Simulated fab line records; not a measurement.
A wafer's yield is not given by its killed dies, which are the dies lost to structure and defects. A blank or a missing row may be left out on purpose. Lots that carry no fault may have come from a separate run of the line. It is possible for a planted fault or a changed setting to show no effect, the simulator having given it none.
Which tool did it? ; flow nand-harc ; 24 lots, 72 wafers sampled, at 6 steps of a route of 1159

WHAT THE GAUGES SHOWED, per wafer
No reading from a measuring or inspecting step in the record can be judged against a usual standard deviation.

EACH LOT AND THE TOOL THAT RAN IT (in order: tool; ch and the chambers of the sampled wafers; start)
lot;NHARC_A_STAIRCASE_TRIM_24;NHARC_A_STAIRCASE_TRIM_26;NHARC_A_STAIRCASE_ETCH_188;NHARC_A_STAIRCASE_TRIM_191;NHARC_A_STAIRCASE_ETCH_192;NHARC_A_STAIRCASE_STRIP_254
L075;rie-diel-06 ch 0,1, day 11 04:26 or earlier;rie-diel-06 ch 0,1,2, day 11 04:26 or earlier;rie-diel-02 ch 0,2,3, day 11 04:26 or earlier;rie-diel-06 ch 0,1,3, day 11 04:26 or earlier;rie-diel-06 ch 1,3, day 11 04:26 or earlier;plasma-asher-01 ch 0,1, day 11 04:26
L074;rie-diel-06 ch 2,3, day 11 07:50 or earlier;rie-diel-06 ch 1,2,3, day 11 07:50 or earlier;rie-diel-06 ch 0,1,2, day 11 07:50 or earlier;rie-diel-06 ch 0,2, day 11 07:50 or earlier;rie-diel-06 ch 0,3, day 11 07:50 or earlier;plasma-asher-01 ch 0,1, day 11 07:50
L078;rie-diel-06 ch 0,1,2, day 12 00:04 or earlier;rie-diel-06 ch 0,1,2, day 12 00:04 or earlier;rie-diel-06 ch 0,1,3, day 12 00:04 or earlier;rie-diel-06 ch 0,2,3, day 12 00:04 or earlier;rie-diel-06 ch 0,1,2, day 12 00:04 or earlier;plasma-asher-01 ch 0,1, day 12 00:04
L076;rie-diel-02 ch 0,2,3, day 12 00:59 or earlier;rie-diel-02 ch 0,2, day 12 00:59 or earlier;rie-diel-06 ch 1,3, day 12 00:59 or earlier;rie-diel-06 ch 0,2,3, day 12 00:59 or earlier;rie-diel-06 ch 0,1,3, day 12 00:59 or earlier;plasma-asher-01 ch 0,1, day 12 00:59
L077;rie-diel-06 ch 0,1,3, day 12 02:59 or earlier;rie-diel-06 ch 0,1,3, day 12 02:59 or earlier;rie-diel-06 ch 0,2, day 12 02:59 or earlier;rie-diel-06 ch 0,1, day 12 02:59 or earlier;rie-diel-06 ch 0,2, day 12 02:59 or earlier;plasma-asher-01 ch 1, day 12 02:59
L079;rie-diel-02 ch 0,3, day 12 13:19 or earlier;rie-diel-02 ch 0,2,3, day 12 13:19 or earlier;rie-diel-06 ch 1,2,3, day 12 13:19 or earlier;rie-diel-06 ch 0,3, day 12 13:19 or earlier;rie-diel-06 ch 1,3, day 12 13:19 or earlier;plasma-asher-02 ch 1, day 12 13:19
L080;rie-diel-06 ch 0,1,2, day 12 15:48 or earlier;rie-diel-06 ch 0,1,3, day 12 15:48 or earlier;rie-diel-07 ch 2,3, day 12 15:48 or earlier;rie-diel-07 ch 0,1, day 12 15:48 or earlier;rie-diel-07 ch 0,1, day 12 15:48 or earlier;plasma-asher-02 ch 0,1, day 12 15:48
L081;rie-diel-06 ch 0,1, day 13 02:05 or earlier;rie-diel-06 ch 0,1,3, day 13 02:05 or earlier;rie-diel-02 ch 1,3, day 13 02:05 or earlier;rie-diel-02 ch 0,1,2, day 13 02:05 or earlier;rie-diel-02 ch 2,3, day 13 02:05 or earlier;plasma-asher-01 ch 0,1, day 13 02:05
L082;rie-diel-06 ch 0,2,3, day 13 10:44 or earlier;rie-diel-06 ch 2,3, day 13 10:44 or earlier;rie-diel-02 ch 1,3, day 13 10:44 or earlier;rie-diel-02 ch 0,1,2, day 13 10:44 or earlier;rie-diel-02 ch 1,2,3, day 13 10:44 or earlier;plasma-asher-01 ch 0, day 13 10:44
L085;rie-diel-02 ch 0,1,2, day 13 19:14 or earlier;rie-diel-02 ch 0,2, day 13 19:14 or earlier;rie-diel-07 ch 2,3, day 13 19:14 or earlier;rie-diel-07 ch 0,3, day 13 19:14 or earlier;rie-diel-07 ch 0,3, day 13 19:14 or earlier;plasma-asher-02 ch 0,1, day 13 19:14
L083;rie-diel-06 ch 0,1,3, day 13 18:10 or earlier;rie-diel-06 ch 0,1,2, day 13 18:10 or earlier;rie-diel-06 ch 0,2,3, day 13 18:10 or earlier;rie-diel-06 ch 1,2,3, day 13 18:10 or earlier;rie-diel-06 ch 1,2,3, day 13 18:10 or earlier;plasma-asher-02 ch 0,1, day 13 18:10
L084;rie-diel-06 ch 0,2,3, day 13 20:31 or earlier;rie-diel-06 ch 1,2,3, day 13 20:31 or earlier;rie-diel-02 ch 0,1,2, day 13 20:31 or earlier;rie-diel-02 ch 0,1,3, day 13 20:31 or earlier;rie-diel-02 ch 0,3, day 13 20:31 or earlier;plasma-asher-01 ch 0,1, day 13 20:31
L086;rie-diel-07 ch 0,2,3, day 14 21:42 or earlier;rie-diel-07 ch 0,1,3, day 14 21:42 or earlier;rie-diel-07 ch 0,2, day 14 21:42 or earlier;rie-diel-07 ch 2,3, day 14 21:42 or earlier;rie-diel-07 ch 0,1, day 14 21:42 or earlier;plasma-asher-02 ch 0,1, day 14 21:42
L087;rie-diel-06 ch 1,2, day 14 22:01 or earlier;rie-diel-06 ch 1,3, day 14 22:01 or earlier;rie-diel-02 ch 1,2,3, day 14 22:01 or earlier;rie-diel-02 ch 0,2, day 14 22:01 or earlier;rie-diel-02 ch 0,2,3, day 14 22:01 or earlier;plasma-asher-01 ch 0,1, day 14 22:01
L088;rie-diel-06 ch 1,2,3, day 15 01:07 or earlier;rie-diel-06 ch 1,2, day 15 01:07 or earlier;rie-diel-06 ch 0,1, day 15 01:07 or earlier;rie-diel-06 ch 0,1,3, day 15 01:07 or earlier;rie-diel-06 ch 0,1,3, day 15 01:07 or earlier;plasma-asher-02 ch 1, day 15 01:07
L089;rie-diel-07 ch 2,3, day 15 05:16 or earlier;rie-diel-07 ch 2,3, day 15 05:16 or earlier;rie-diel-07 ch 0,1,3, day 15 05:16 or earlier;rie-diel-07 ch 0,3, day 15 05:16 or earlier;rie-diel-07 ch 0,1,3, day 15 05:16 or earlier;plasma-asher-01 ch 0,1, day 15 05:16
L090;rie-diel-06 ch 0,1, day 15 12:32 or earlier;rie-diel-06 ch 1,2,3, day 15 12:32 or earlier;rie-diel-07 ch 1,2,3, day 15 12:32 or earlier;rie-diel-07 ch 0,3, day 15 12:32 or earlier;rie-diel-07 ch 1,2, day 15 12:32 or earlier;plasma-asher-01 ch 0, day 15 12:32
L091;rie-diel-07 ch 0,1,2, day 15 18:51 or earlier;rie-diel-07 ch 0,1,3, day 15 18:51 or earlier;rie-diel-02 ch 1,2,3, day 15 18:51 or earlier;rie-diel-02 ch 1,2,3, day 15 18:51 or earlier;rie-diel-02 ch 2,3, day 15 18:51 or earlier;plasma-asher-01 ch 0,1, day 15 18:51
L092;rie-diel-07 ch 0,1, day 16 00:51 or earlier;rie-diel-07 ch 0,2, day 16 00:51 or earlier;rie-diel-07 ch 1,3, day 16 00:51 or earlier;rie-diel-07 ch 0,3, day 16 00:51 or earlier;rie-diel-07 ch 1,2,3, day 16 00:51 or earlier;plasma-asher-01 ch 0,1, day 16 00:51
L093;rie-diel-06 ch 0,1,2, day 16 10:50 or earlier;rie-diel-06 ch 0,1, day 16 10:50 or earlier;rie-diel-02 ch 1,2, day 16 10:50 or earlier;rie-diel-02 ch 2,3, day 16 10:50 or earlier;rie-diel-02 ch 1,2,3, day 16 10:50 or earlier;plasma-asher-02 ch 0,1, day 16 10:50
L094;rie-diel-02 ch 1,3, day 16 12:35 or earlier;rie-diel-02 ch 1,2,3, day 16 12:35 or earlier;rie-diel-02 ch 1,3, day 16 12:35 or earlier;rie-diel-02 ch 1,3, day 16 12:35 or earlier;rie-diel-02 ch 1,3, day 16 12:35 or earlier;plasma-asher-01 ch 0, day 16 12:35
L096;rie-diel-06 ch 0,3, day 16 18:37 or earlier;rie-diel-06 ch 0,1,3, day 16 18:37 or earlier;rie-diel-07 ch 0,1,2, day 16 18:37 or earlier;rie-diel-07 ch 0,1, day 16 18:37 or earlier;rie-diel-07 ch 0,1,2, day 16 18:37 or earlier;plasma-asher-01 ch 0,1, day 16 18:37
L095;rie-diel-06 ch 0,1,2, day 16 23:37 or earlier;rie-diel-06 ch 1,2,3, day 16 23:37 or earlier;rie-diel-02 ch 1,2,3, day 16 23:37 or earlier;rie-diel-02 ch 0,1,3, day 16 23:37 or earlier;rie-diel-02 ch 0,1,3, day 16 23:37 or earlier;plasma-asher-02 ch 0,1, day 16 23:37
L097;rie-diel-06 ch 0,1,2, day 17 17:35 or earlier;rie-diel-06 ch 0,1, day 17 17:35 or earlier;rie-diel-06 ch 0,1,2, day 17 17:35 or earlier;rie-diel-06 ch 1,2, day 17 17:35 or earlier;rie-diel-06 ch 0,2, day 17 17:35 or earlier;plasma-asher-01 ch 0,1, day 17 17:35
- NHARC_A_STAIRCASE_TRIM_24: chemistry O2, time 211.2 s.
- NHARC_A_STAIRCASE_TRIM_26: chemistry O2, time 211.2 s.
- NHARC_A_STAIRCASE_ETCH_188: etches the open film in C4F8/O2, target depth 100 nm, time 40.5 s.
- NHARC_A_STAIRCASE_TRIM_191: chemistry O2, time 211.2 s.
- NHARC_A_STAIRCASE_ETCH_192: etches the open film in C4F8/O2, target depth 100 nm, time 40.5 s.
- NHARC_A_STAIRCASE_STRIP_254: strips in O2.

WHAT THE TOOLS THEMSELVES READ (means of the sampled wafers that have a number; where no wafer has one, the mark that the record gives instead)
NHARC_A_STAIRCASE_TRIM_24. Usual: drypump-motor-current-A 6.1 A, standard deviation 0.34; oes-product-au 0.999 a.u., standard deviation 0.011; rf-vpp-V 57.8 V, standard deviation 0.9; showerhead-plenum-p-Torr 3.53 Torr, standard deviation 0.13; throttle-valve-pct 17.038 %, standard deviation 0.0094.
lot;tool;drypump-motor-current-A (A);oes-product-au (a.u.);rf-vpp-V (V);showerhead-plenum-p-Torr (Torr);throttle-valve-pct (%);flag
L075;rie-diel-06;6.4;0.988;57.4;3.42;17.043;
L074;rie-diel-06;6.0;1.000;57.1;3.61;17.035;
L078;rie-diel-06;6.3;0.999;57.7;3.50;17.036;
L076;rie-diel-02;6.0;0.986;57.5;3.39;17.032;
L077;rie-diel-06;6.1;1.003;57.8;3.49;17.027;
L079;rie-diel-02;5.7;0.991;56.7;3.27;17.033;
L080;rie-diel-06;6.4;0.997;56.9;3.49;17.043;
L081;rie-diel-06;6.2;1.011;58.2;3.46;17.034;
L082;rie-diel-06;6.2;1.008;58.5;3.52;17.044;
L085;rie-diel-02;6.2;0.986;57.4;3.51;17.047;
L083;rie-diel-06;6.1;1.007;57.4;3.49;17.039;
L084;rie-diel-06;6.1;1.004;57.7;3.52;17.046;
L086;rie-diel-07;6.0;0.996;58.6;3.70;17.035;
L087;rie-diel-06;6.4;0.993;58.0;3.56;17.041;
L088;rie-diel-06;6.2;0.993;57.8;3.56;17.036;
L089;rie-diel-07;5.7;0.996;58.0;3.70;17.038;
L090;rie-diel-06;6.3;1.010;57.2;3.40;17.040;
L091;rie-diel-07;5.9;1.010;58.1;3.63;17.041;
L092;rie-diel-07;5.7;1.016;56.9;3.54;17.039;
L093;rie-diel-06;6.4;1.002;57.9;3.48;17.040;
L094;rie-diel-02;6.4;1.007;58.3;3.71;17.028;
L096;rie-diel-06;5.9;1.001;57.8;3.50;17.042;
L095;rie-diel-06;6.3;0.996;57.6;3.47;17.043;
L097;rie-diel-06;6.3;1.005;57.8;3.47;17.041;

NHARC_A_STAIRCASE_TRIM_26. Usual: drypump-motor-current-A 6.1 A, standard deviation 0.34; oes-product-au 0.999 a.u., standard deviation 0.01; rf-vpp-V 57.9 V, standard deviation 0.87; showerhead-plenum-p-Torr 3.53 Torr, standard deviation 0.13; throttle-valve-pct 17.035 %, standard deviation 0.0092.
lot;tool;drypump-motor-current-A (A);oes-product-au (a.u.);rf-vpp-V (V);showerhead-plenum-p-Torr (Torr);throttle-valve-pct (%);flag
L075;rie-diel-06;6.4;1.002;58.2;3.50;17.037;
L074;rie-diel-06;6.1;1.003;58.5;3.58;17.035;
L078;rie-diel-06;6.3;1.002;58.6;3.50;17.043;
L076;rie-diel-02;6.1;0.984;58.1;3.50;17.025;
L077;rie-diel-06;6.1;1.000;57.4;3.49;17.036;
L079;rie-diel-02;6.0;0.988;57.0;3.39;17.037;
L080;rie-diel-06;6.1;1.000;57.4;3.49;17.037;
L081;rie-diel-06;6.1;1.005;57.4;3.49;17.042;
L082;rie-diel-06;6.2;0.995;58.3;3.59;17.038;
L085;rie-diel-02;5.9;0.985;57.9;3.38;17.044;
L083;rie-diel-06;6.3;1.009;58.2;3.49;17.033;
L084;rie-diel-06;6.1;0.993;57.6;3.57;17.041;
L086;rie-diel-07;5.7;1.002;56.7;3.61;17.027;
L087;rie-diel-06;6.1;1.000;57.8;3.53;17.037;
L088;rie-diel-06;6.4;0.992;57.1;3.56;17.028;
L089;rie-diel-07;5.9;0.990;58.0;3.72;17.039;
L090;rie-diel-06;6.1;0.998;58.1;3.56;17.036;
L091;rie-diel-07;5.7;1.000;57.6;3.61;17.039;
L092;rie-diel-07;6.2;1.003;58.0;3.70;17.031;
L093;rie-diel-06;6.3;1.015;57.9;3.40;17.045;
L094;rie-diel-02;6.3;1.008;57.6;3.68;17.036;
L096;rie-diel-06;6.1;0.997;57.7;3.47;17.031;
L095;rie-diel-06;6.2;1.000;58.2;3.55;17.034;
L097;rie-diel-06;6.3;1.007;57.6;3.44;17.036;

NHARC_A_STAIRCASE_ETCH_188. Usual: bias-w 999.9 W, standard deviation 2.9; oes-product-au 0.939 a.u., standard deviation 0.014; rf-vpp-V 897 V, standard deviation 5.6.
lot;tool;bias-w (W);oes-product-au (a.u.);rf-vpp-V (V);flag
L075;rie-diel-02;999.7;0.949;891;
L074;rie-diel-06;1001.5;0.934;895;
L078;rie-diel-06;999.4;0.945;894;
L076;rie-diel-06;1001.2;0.925;896;
L077;rie-diel-06;1002.2;0.947;893;
L079;rie-diel-06;999.2;0.939;897;
L080;rie-diel-07;1003.4;0.938;902;
L081;rie-diel-02;996.5;0.947;892;
L082;rie-diel-02;1001.9;0.938;896;
L085;rie-diel-07;1002.4;0.939;902;
L083;rie-diel-06;1003.2;0.951;896;
L084;rie-diel-02;1000.0;0.942;897;
L086;rie-diel-07;1003.5;0.956;903;
L087;rie-diel-02;999.2;0.915;895;
L088;rie-diel-06;997.3;0.956;892;
L089;rie-diel-07;1000.3;0.943;899;
L090;rie-diel-07;997.1;0.915;901;
L091;rie-diel-02;997.8;0.939;901;
L092;rie-diel-07;1001.8;0.931;899;
L093;rie-diel-02;998.3;0.941;898;
L094;rie-diel-02;999.5;0.931;902;
L096;rie-diel-07;998.9;0.959;900;
L095;rie-diel-02;998.4;0.956;901;
L097;rie-diel-06;997.1;0.929;893;

NHARC_A_STAIRCASE_TRIM_191. Usual: drypump-motor-current-A 6.1 A, standard deviation 0.38; oes-product-au 0.998 a.u., standard deviation 0.011; rf-vpp-V 58.0 V, standard deviation 0.9; showerhead-plenum-p-Torr 3.58 Torr, standard deviation 0.14; throttle-valve-pct 17.037 %, standard deviation 0.0096.
lot;tool;drypump-motor-current-A (A);oes-product-au (a.u.);rf-vpp-V (V);showerhead-plenum-p-Torr (Torr);throttle-valve-pct (%);flag
L075;rie-diel-06;6.1;0.986;57.1;3.50;17.025;
L074;rie-diel-06;6.4;0.999;58.4;3.52;17.036;
L078;rie-diel-06;6.1;1.002;58.4;3.52;17.039;
L076;rie-diel-06;6.2;0.994;57.9;3.52;17.040;
L077;rie-diel-06;6.3;1.008;58.3;3.42;17.043;
L079;rie-diel-06;6.1;1.002;57.9;3.45;17.039;
L080;rie-diel-07;5.7;1.011;57.9;3.56;17.027;
L081;rie-diel-02;6.2;0.989;56.9;3.51;17.043;
L082;rie-diel-02;6.2;0.987;57.3;3.51;17.035;
L085;rie-diel-07;6.0;1.008;58.1;3.68;17.037;
L083;rie-diel-06;6.1;0.995;56.7;3.57;17.038;
L084;rie-diel-02;6.1;0.986;57.7;3.40;17.043;
L086;rie-diel-07;5.7;0.995;59.0;3.70;17.045;
L087;rie-diel-02;5.9;0.988;56.8;3.37;17.036;
L088;rie-diel-06;6.1;1.007;57.5;3.48;17.043;
L089;rie-diel-07;6.0;0.989;58.3;3.67;17.036;
L090;rie-diel-07;6.0;1.001;57.9;3.67;17.036;
L091;rie-diel-02;6.3;1.003;57.8;3.69;17.041;
L092;rie-diel-07;5.8;0.997;58.4;3.67;17.040;
L093;rie-diel-02;6.2;0.996;57.6;3.66;17.045;
L094;rie-diel-02;6.2;0.996;58.5;3.75;17.029;
L096;rie-diel-07;5.7;1.009;57.9;3.54;17.038;
L095;rie-diel-02;6.1;0.996;58.9;3.76;17.042;
L097;rie-diel-06;6.4;0.992;58.5;3.54;17.030;

NHARC_A_STAIRCASE_ETCH_192. Usual: bias-w 1001 W, standard deviation 3.2; oes-product-au 0.941 a.u., standard deviation 0.012; rf-vpp-V 898 V, standard deviation 5.3.
lot;tool;bias-w (W);oes-product-au (a.u.);rf-vpp-V (V);flag
L075;rie-diel-06;1002;0.943;897;
L074;rie-diel-06;1000;0.935;894;
L078;rie-diel-06;999;0.941;895;
L076;rie-diel-06;1000;0.946;895;
L077;rie-diel-06;998;0.941;893;
L079;rie-diel-06;1005;0.951;897;
L080;rie-diel-07;1001;0.958;897;
L081;rie-diel-02;1000;0.941;895;
L082;rie-diel-02;1002;0.935;895;
L085;rie-diel-07;1001;0.933;901;
L083;rie-diel-06;1002;0.921;898;
L084;rie-diel-02;1000;0.937;887;
L086;rie-diel-07;999;0.952;897;
L087;rie-diel-02;999;0.925;890;
L088;rie-diel-06;1001;0.943;894;
L089;rie-diel-07;998;0.938;900;
L090;rie-diel-07;1003;0.951;900;
L091;rie-diel-02;997;0.936;900;
L092;rie-diel-07;999;0.940;900;
L093;rie-diel-02;1000;0.937;901;
L094;rie-diel-02;1002;0.952;902;
L096;rie-diel-07;999;0.958;900;
L095;rie-diel-02;1003;0.938;905;
L097;rie-diel-06;1000;0.927;894;

NHARC_A_STAIRCASE_STRIP_254. Usual: drypump-motor-current-A 5.9 A, standard deviation 0.42; heater-power-w 303 W, standard deviation 16.
lot;tool;drypump-motor-current-A (A);heater-power-w (W);flag
L075;plasma-asher-01;5.6;302;
L074;plasma-asher-01;5.8;292;
L078;plasma-asher-01;5.6;295;
L076;plasma-asher-01;5.6;303;
L077;plasma-asher-01;5.3;302;
L079;plasma-asher-02;5.8;283;
L080;plasma-asher-02;6.0;299;
L081;plasma-asher-01;5.8;301;
L082;plasma-asher-01;6.2;296;
L085;plasma-asher-02;6.2;314;
L083;plasma-asher-02;6.0;297;
L084;plasma-asher-01;5.6;303;
L086;plasma-asher-02;6.0;303;
L087;plasma-asher-01;5.6;308;
L088;plasma-asher-02;5.8;278;
L089;plasma-asher-01;5.6;310;
L090;plasma-asher-01;6.1;294;
L091;plasma-asher-01;5.6;305;
L092;plasma-asher-01;5.6;306;
L093;plasma-asher-02;6.2;308;
L094;plasma-asher-01;6.1;298;
L096;plasma-asher-01;5.6;309;
L095;plasma-asher-02;6.0;291;
L097;plasma-asher-01;5.8;303;

THE ANSWER, worked out from the rows above alone
Rule: a lot is off if the mean of its wafers that have a number lies more than 3 standard deviations from the usual mean. Also off: a lot with no number at a reading for which 4 or more lots have one. All remaining lots with rows at the step are treated as sound. After the gauges, taken in route order, come the tools' own readings; for these a lot's mean is taken, as printed above. The first step at which some lot is off is used, and at that step the reading that is off furthest; a lot without a number counts as furthest.
No lot is off at any reading shown: from this, nothing can be told.

WHAT HAD BEEN PUT IN BY THE SIMULATOR
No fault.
